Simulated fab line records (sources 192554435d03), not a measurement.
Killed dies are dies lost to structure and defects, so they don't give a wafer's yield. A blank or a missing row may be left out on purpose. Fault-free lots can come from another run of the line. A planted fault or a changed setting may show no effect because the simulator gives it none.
Which of the tools did it? -- flow n5_finfet -- 12 lots, 36 wafers sampled, at 1 step of a route of 1938

## WHAT THE GAUGES SHOWED, per wafer
N5_BEOL_M3_INSPECT_30: inspects for defects (brightfield).
lot,measured,on,raw_defect_count
L075,day 7 13:01,defect_inspect-02,433 348 433
L077,day 7 21:25,defect_inspect-01,461 367 295
L079,day 8 09:58,defect_inspect-02,637 396 385
L082,day 8 21:43,defect_inspect-01,488 451 601
L083,day 9 01:02,defect_inspect-01,401 396 416
L085,day 9 20:26,defect_inspect-01,280 296 383
L087,day 10 08:23,defect_inspect-02,275 371 279
L088,day 10 18:50,defect_inspect-01,300 358 317
L091,day 11 03:51,defect_inspect-01,266 466 420
L094,day 11 22:09,defect_inspect-02,329 331 325
L095,day 12 05:19,defect_inspect-01,626 688 726
L097,day 13 01:01,defect_inspect-02,365 519 408

## WHICH TOOL RAN EACH LOT (tool, then ch and the chambers of the sampled wafers, then the start)
No process step before these readings appears in the record.

## THE ANSWER, worked out from the rows above alone
Rule: the usual values come from the lots themselves. Put in order of their means at a reading, lots are off if they are a third of the lots or fewer, leave a main group of 4 or more, and stand apart from it by a gap of 3 or more times the standard deviation of the main group's means; of several such gaps the widest counts. If all means in a main group match to the digits the tables above print for the reading, that group is not used. Also off: a lot with no number at a reading for which 4 or more lots have one. Where the step has rows for the other lots, those lots are counted as sound.
No lot is off on any of the readings shown, so nothing can be concluded from this.

## WHAT WAS PUT IN BY THE SIMULATOR
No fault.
